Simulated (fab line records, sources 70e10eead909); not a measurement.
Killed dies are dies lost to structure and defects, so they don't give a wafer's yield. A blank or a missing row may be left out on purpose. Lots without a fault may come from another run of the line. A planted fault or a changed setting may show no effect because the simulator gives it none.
fab line records | flow nand_harc | part 2 of 2: steps 20 to 33 of 33
record lots=5 wafers=15 last_day=23
route steps=1159 shown A_CONTACT@902
lots that met no fault: from a run of the same line without faults
start_h: hours from the record's first day to the start of the lot's first wafer shown | wait_h: hours since the lot's step before | " the same as in the row above | L1.1+2: a row that stands for several wafers | - no value, or no start given | * or withheld: withheld | < > ~ a bound
route shown NAME@n: a module of which the file shows steps, and the number in the route of the first | usual: mean/standard deviation of fault-free wafers | same: alike in all rows | chamber/n: place in a boat | sites: the reading at each site | _std_site: their standard deviation | _edge_site: outer sites' mean less inner sites' | radius_mm: how far each site lies from the wafer's centre | mask NAME#n: copy n | behind: the tool/chamber that last shaped the wafer | hold: why the lot was held/for how many hours/how that ended | device: the transistor (n, p or np) that didn't switch | end of line: the same wafers' tests at the end of the route | a step without rows: its recipe alone | killed: dies lost to structure and defects at the first sort, not the wafer's yield | map: a wafer's dies, x killed, . not, _ none there
set.NAME: the setting as run; set.NAME@STEP: as run at that earlier step | model.NAME: the simulator's own value behind a step, which no gauge read
lots at some steps of the route; a table a step, a row a wafer
services: from which hour (start_h, from the record's first day; less than 0 if before it) a tool's chamber was out of use, for how many hours, and why
## steps
# step NHARC_A_CONTACT_STRIP_82
# recipe o2_flow_sccm=500 ar_flow_sccm=0 bias_w=0 chemistry=O2
# usual drypump_motor_current_A=5.6/0.31 oes_product_au=0.998/0.014 rf_vpp_V=57.9/0.92 showerhead_plenum_p_Torr=3.60/0.12 throttle_valve_pct=17.036/0.009
# same bias_w=0
# columns lot.wafer tool chamber start_h wait_h drypump_motor_current_A oes_product_au rf_hours_counter_h rf_vpp_V showerhead_plenum_p_Torr throttle_valve_pct
L076.3 rie_diel-08 1 - - 5.9 0.996 13 58.9 3.53 17.031
L076.4 " 3 " " 5.4 1.007 14 56.5 3.76 17.029
L076.5 " 0 " " 5.7 0.974 - 58.8 3.57 17.052
L079.3 rie_diel-08 2 - - 5.1 0.993 16 57.7 3.54 17.043
L079.2 " 3 " " 5.4 1.031 16 58.0 3.75 17.043
L079.5 " 0 " " 5.7 0.976 - 57.5 3.57 17.037
L087.2 rie_diel-08 0 - - 5.7 0.978 26 60.5 3.57 17.038
L087.3 " 3 " " 5.5 1.016 24 58.8 3.75 17.024
L087.4 " 0 " " 5.7 0.981 - 57.3 3.57 17.028
L089.1 rie_diel-07 0 - - 5.3 0.999 25 58.4 3.67 17.045
L089.3 " 1 " " 5.9 0.987 22 57.5 3.53 17.022
L089.4 " 3 " " 5.8 1.007 24 58.0 3.56 17.039
L095.2 rie_diel-07 3 - - 5.8 0.996 39 56.9 3.55 17.054
L095.4 " 2 " " 6.3 0.990 36 57.6 3.75 17.054
L095.5 " 0 " " 5.3 0.987 - 58.7 3.66 17.044
# step NHARC_A_CONTACT_STRIP_83
# recipe time_s=600 temp_c=30 chemistry=post_etch_residue_remover
# columns lot.wafer tool chamber start_h wait_h
L076.5+4+3 wet_bench-02 6,7,0 383.85 -
L079.3+5+2 wet_bench-09 7,0,3 397.96 -
L087.2+3+4 wet_bench-07 4,5,7 445.21 -
L089.1+3+4 wet_bench-02 6,7,3 467.91 -
L095.2+5+4 wet_bench-09 3,4,5 501.50 -
# step NHARC_A_CONTACT_DEP_84
# recipe target_thk_a=20000 temp_c=400 material=aC
# usual throttle_valve_pct=34.999/0.0093
# columns lot.wafer tool chamber start_h wait_h throttle_valve_pct
L076.3 acl_dep-01 0 385.42 - 34.992
L076.4 " 0 " " 35.009
L076.5 " 0 " " 35.001
L079.2 acl_dep-03 0 398.42 - 35.006
L079.3 " 0 " " 34.996
L079.5 " 0 " " 34.998
L087.2 acl_dep-01 0 448.07 - 35.008
L087.3 " 0 " " 34.998
L087.4 " 0 " " 35.012
L089.1 acl_dep-03 0 468.51 - 34.977
L089.3 " 0 " " 35.015
L089.4 " 0 " " 35.002
L095.2 acl_dep-02 0 501.96 - 34.992
L095.4 " 0 " " 35.004
L095.5 " 0 " " 34.998
# step NHARC_A_CONTACT_DEP_85
# recipe target_thk_a=500 target_thk_nm=50 temp_c=400 pressure_torr=3.5 flow_sccm=200 rf_w=350 material=SiON
# usual heater_power_w=712/92
# columns lot.wafer tool chamber start_h wait_h heater_power_w
L076.3 pecvd-02 0 386.80 1.2 770
L076.5 " 1 " " 853
L076.4 " 2 " " 668
L079.2 pecvd-01 2 399.48 0.9 543
L079.3 " 0 " " 738
L079.5 " 1 " " 722
L087.2 pecvd-01 0 449.12 0.8 745
L087.3 " 2 " " 559
L087.4 " 2 " " 565
L089.1 pecvd-02 0 469.78 1.1 697
L089.3 " 1 " " 788
L089.4 " 2 " " 682
L095.2 pecvd-02 2 503.17 1.0 670
L095.4 " 1 " " 803
L095.5 " 2 " " 663
# step NHARC_A_CONTACT_DEHYDRATE_00
# recipe temp_c=150 time_s=120
# columns lot.wafer tool chamber start_h wait_h
L076.3+4+5 litho_track-06 0 387.01 0.2
L079.2+3+5 litho_track-06 0 399.72 0.2
L087.2+3+4 litho_track-06 0 449.39 0.2
L089.1+3+4 litho_track-01 0 470.05 0.2
L095.2+4+5 litho_track-06 0 503.39 0.2
# step NHARC_A_CONTACT_HMDS_01
# recipe time_s=30
# columns lot.wafer tool chamber start_h wait_h
L076.3+4+5 litho_track-06 0 - -
L079.2+3+5 litho_track-06 0 - -
L087.2+3+4 litho_track-06 0 - -
L089.1+3+4 litho_track-01 0 - -
L095.2+4+5 litho_track-06 0 - -
# step NHARC_A_CONTACT_COAT_86
# recipe temp_c=260 time_s=75
# columns lot.wafer tool chamber start_h wait_h
L076.3+4+5 litho_track-06 0 - -
L079.2+3+5 litho_track-06 0 - -
L087.2+3+4 litho_track-06 0 - -
L089.1+3+4 litho_track-01 0 - -
L095.2+4+5 litho_track-06 0 - -
# step NHARC_A_CONTACT_COAT_87
# recipe temp_c=225 time_s=65
# columns lot.wafer tool chamber start_h wait_h
L076.3+4+5 litho_track-06 0 - -
L079.2+3+5 litho_track-06 0 - -
L087.2+3+4 litho_track-06 0 - -
L089.1+3+4 litho_track-01 0 - -
L095.2+4+5 litho_track-06 0 - -
# step NHARC_A_CONTACT_COAT_02
# recipe spin_rpm=1500 resist_thk_nm=90
# usual spin_speed_rpm=1499.9/0.99
# columns lot.wafer tool chamber start_h wait_h spin_speed_rpm
L076.3 litho_track-06 0 - - 1501.9
L076.4 " 0 " " 1499.4
L076.5 " 0 " " 1500.6
L079.2 litho_track-06 0 - - 1500.0
L079.3 " 0 " " 1499.5
L079.5 " 0 " " 1499.6
L087.2 litho_track-06 0 - - 1499.6
L087.3 " 0 " " 1500.6
L087.4 " 0 " " 1498.8
L089.1 litho_track-01 0 - - 1499.7
L089.3 " 0 " " 1499.5
L089.4 " 0 " " 1500.4
L095.2 litho_track-06 0 - - 1499.5
L095.4 " 0 " " 1500.8
L095.5 " 0 " " 1498.8
# step NHARC_A_CONTACT_SOFTBAKE_03
# recipe temp_c=105 time_s=55
# columns lot.wafer tool chamber start_h wait_h
L076.3+4+5 litho_track-06 0 - -
L079.2+3+5 litho_track-06 0 - -
L087.2+3+4 litho_track-06 0 - -
L089.1+3+4 litho_track-01 0 - -
L095.2+4+5 litho_track-06 0 - -
# step NHARC_A_CONTACT_EBR_04
# columns lot.wafer tool chamber start_h wait_h
L076.3+4+5 litho_track-06 0 - -
L079.2+3+5 litho_track-06 0 - -
L087.2+3+4 litho_track-06 0 - -
L089.1+3+4 litho_track-01 0 - -
L095.2+4+5 litho_track-06 0 - -
# step NHARC_A_CONTACT_EXPOSE_05
# recipe na=1.35 sigma_outer=0.8 dose_mj=84.24 mask_id=A_CC
# usual exposure_dose_mJ_cm2=84.18/0.095 reticle_temp_C=23.00/0.11
# columns lot.wafer tool chamber start_h wait_h mask exposure_dose_mJ_cm2 reticle_temp_C
L076.3 arfi_scanner-01 0 387.33 - A_CC#0 84.18 23.06
L076.4 " 0 " " A_CC#0 84.14 23.13
L076.5 " 0 " " A_CC#0 84.15 23.07
L079.2 arfi_scanner-02 0 400.03 - A_CC#0 84.12 22.93
L079.3 " 0 " " A_CC#0 84.19 22.96
L079.5 " 0 " " A_CC#0 84.05 22.90
L087.2 arfi_scanner-03 0 449.71 - A_CC#0 84.19 22.82
L087.3 " 0 " " A_CC#0 84.14 22.85
L087.4 " 0 " " A_CC#0 84.10 22.96
L089.1 arfi_scanner-03 0 470.36 - A_CC#0 84.26 23.16
L089.3 " 0 " " A_CC#0 84.31 23.06
L089.4 " 0 " " A_CC#0 84.28 22.94
L095.2 arfi_scanner-02 0 503.70 - A_CC#0 84.29 23.13
L095.4 " 0 " " A_CC#0 84.34 23.02
L095.5 " 0 " " A_CC#0 84.37 23.00
# step NHARC_A_CONTACT_PEB_06
# recipe peb_temp_c=100 peb_time_s=65
# columns lot.wafer tool chamber start_h wait_h
L076.3+4+5 litho_track-04 0 387.39 0.0
L079.2+3+5 litho_track-04 0 400.09 0.1
L087.2+3+4 litho_track-06 0 449.76 0.1
L089.1+3+4 litho_track-01 0 470.42 0.1
L095.2+4+5 litho_track-01 0 503.76 0.1
# step NHARC_A_CONTACT_DEVELOP_07
# recipe develop_time_s=35 dev_temp_c=23
# columns lot.wafer tool chamber start_h wait_h
L076.3+4+5 litho_track-04 0 - -
L079.2+3+5 litho_track-04 0 - -
L087.2+3+4 litho_track-06 0 - -
L089.1+3+4 litho_track-01 0 - -
L095.2+4+5 litho_track-01 0 - -
## services
# columns tool chamber start_h hours kind
rie_diel-08 0 359.98 - clean
arfi_scanner-01 - 368.00 4.0 pm
pecvd-01 - 395.33 1.6 repair
har_cap_etch-01 - 395.64 0.4 repair
rie_diel-13 1 399.79 10.7 repair
acl_dep-03 - 404.14 13.0 pm
rie_diel-07 - 405.74 9.0 pm
rie_diel-08 0 417.33 3.9 repair
pecvd-01 - 418.24 13.0 pm
pecvd-02 0 438.09 21.0 repair
arfi_scanner-01 - 440.83 0.5 repair
rie_diel-13 - 442.55 0.3 repair
litho_track-01 - 443.00 7.0 pm
rie_diel-07 - 444.54 0.8 repair
wet_bench-07 - 448.05 8.0 pm
wet_bench-09 - 449.48 3.5 repair
rie_diel-13 - 453.14 9.0 pm
rie_diel-08 - 459.16 21.9 repair
wet_bench-09 - 464.80 8.0 pm
litho_track-06 - 467.00 7.0 pm
acl_dep-01 - 477.48 13.0 pm
arfi_scanner-03 - 483.75 0.7 repair
litho_track-04 - 491.00 7.0 pm
arfi_scanner-03 - 494.85 1.0 repair
